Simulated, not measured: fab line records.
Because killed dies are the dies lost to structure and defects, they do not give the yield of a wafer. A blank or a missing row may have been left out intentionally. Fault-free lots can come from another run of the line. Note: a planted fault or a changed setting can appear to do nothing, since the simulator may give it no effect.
Matching of chambers    flow nand harc    NHARC_A_STAIRCASE_DESCUM_270 on rie diel-04: 4 sister chambers
The step chemistry O2, time 3 s. 16 wafers are shown with their chamber, then 8 later ones without.

## WAFERS PAIRED WITH THEIR CHAMBERS
wafer   chamber  drypump motor current A (A)  showerhead plenum p Torr (Torr)  oes product au (a.u.)
L745.3  2        6.15                         1.81                             0.987
L745.5  1        5.92                         1.83                             0.993
L745.6  0        5.64                         1.79                             1.010
L747.2  0        5.65                         1.79                             0.996
L747.5  3        6.10                         1.77                             0.987
L747.6  2        6.14                         1.81                             0.982
L748.1  3        6.07                         1.77                             0.992
L748.2  1        5.98                         1.82                             1.008
L748.3  0        5.64                         1.79                             1.016
L750.1  2        6.13                         1.80                             0.991
L750.2  3        6.08                         1.77                             0.997
L750.4  1        5.98                         1.82                             0.998
L751.3  2        6.13                         1.80                             1.004
L751.4  0        5.63                         1.78                             1.015
L751.5  1        5.91                         1.82                             1.010
L753.1  0        5.67                         1.78                             0.998

SIGNATURES, as means of the wafers listed above
reading                   chamber 0  chamber 1  chamber 2  chamber 3  scatter within a chamber
drypump motor current A   5.6460     5.9475     6.1375     6.0833     0.0222
showerhead plenum p Torr  1.7860     1.8225     1.8050     1.7700     0.00496
oes product au            1.00700    1.00225    0.99100    0.99200    0.00851
Rule: for a wafer and a chamber, the distance is found by dividing, reading by reading, the gap between the wafer's reading and the chamber's mean by the reading's scatter, squaring, summing and taking the root. If the next closest chamber is less than 2 further off than the closest, the wafer can't be placed; otherwise it belongs to the closest. The scatter: the root of (the sum of the squares of (reading less its chamber's mean) over the shown wafers, divided by (wafers less chambers)).

## WAFERS WITHOUT THEIR CHAMBER
wafer   drypump motor current A (A)  showerhead plenum p Torr (Torr)  oes product au (a.u.)
L753.2  6.12                         1.80                             0.999
L753.5  5.94                         1.82                             1.011
L754.3  5.67                         1.78                             1.014
L754.4  6.08                         2.07                             0.998
L754.6  6.11                         1.80                             0.994
L755.4  5.94                         1.82                             1.008
L755.5  6.13                         1.80                             0.997
L755.6  5.98                         1.82                             1.009

## THE CHAMBER EACH PASSED THROUGH
wafer    from the rows above   in truth
L753.2   2                     2
L753.5   1                     1
L754.3   0                     0
L754.4   1                     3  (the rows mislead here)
L754.6   2                     2
L755.4   1                     1
L755.5   2                     2
L755.6   1                     1
Correct placement for 7 of the 8. From these rows, 0 cannot be placed. Placed wrongly: 1.
